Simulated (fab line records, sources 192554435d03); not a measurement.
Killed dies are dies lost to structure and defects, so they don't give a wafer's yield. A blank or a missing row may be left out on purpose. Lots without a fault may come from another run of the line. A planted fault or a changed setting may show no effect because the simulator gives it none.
Chamber matching | flow n5_finfet | N5_BEOL_M6_PECVD_70 on pecvd-04: 3 sister chambers
The step deposits SiO2 from TEOS/O2, target thk 20 nm, time 22.7 s. 3 wafers are shown with their chamber, then 12 later ones without.

WAFERS WITH THEIR CHAMBER
wafer  | chamber | throttle_valve_pct (%)
L088.3 | 0       | 21.2
L093.4 | 2       | 21.1
L093.5 | 1       | 23.1

WAFERS WITHOUT THEIR CHAMBER
wafer  | throttle_valve_pct (%)
L091.2 | 21.5
L091.4 | 21.4
L091.5 | 20.8
L096.2 | 20.9
L096.4 | 21.0
L096.6 | 21.1
L092.1 | 21.2
L092.2 | 23.1
L092.5 | 23.1
L097.2 | 21.3
L097.3 | 21.0
L097.5 | 21.3

WHICH CHAMBER EACH WENT THROUGH
wafer  | from the rows above     | in truth
L091.2 | can't be placed: 0 or 2 | 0
L091.4 | can't be placed: 0 or 2 | 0
L091.5 | can't be placed: 2 or 0 | 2
L096.2 | can't be placed: 2 or 0 | 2
L096.4 | can't be placed: 2 or 0 | 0
L096.6 | can't be placed: 2 or 0 | 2
L092.1 | can't be placed: 0 or 2 | 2
L092.2 | 1                       | 1
L092.5 | 1                       | 1
L097.2 | can't be placed: 0 or 2 | 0
L097.3 | can't be placed: 2 or 0 | 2
L097.5 | can't be placed: 0 or 2 | 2
Placed correctly: 2 of 12. Can't be placed from these rows: 10 (the true chamber is among the candidates in 10). Placed wrongly: 0.
How it was worked out, from the rows above alone: a wafer's distance from a chamber is the root of the sum, over the readings, of the square of ((its reading less the chamber's mean) divided by the reading's scatter). The wafer belongs to the nearest chamber; if the next one is less than 2 further off, it can't be placed. A chamber's mean is the mean of its shown wafers. The scatter: with one shown wafer a chamber, the root of the mean of the squares of how far each hidden wafer lies from its nearest shown one.
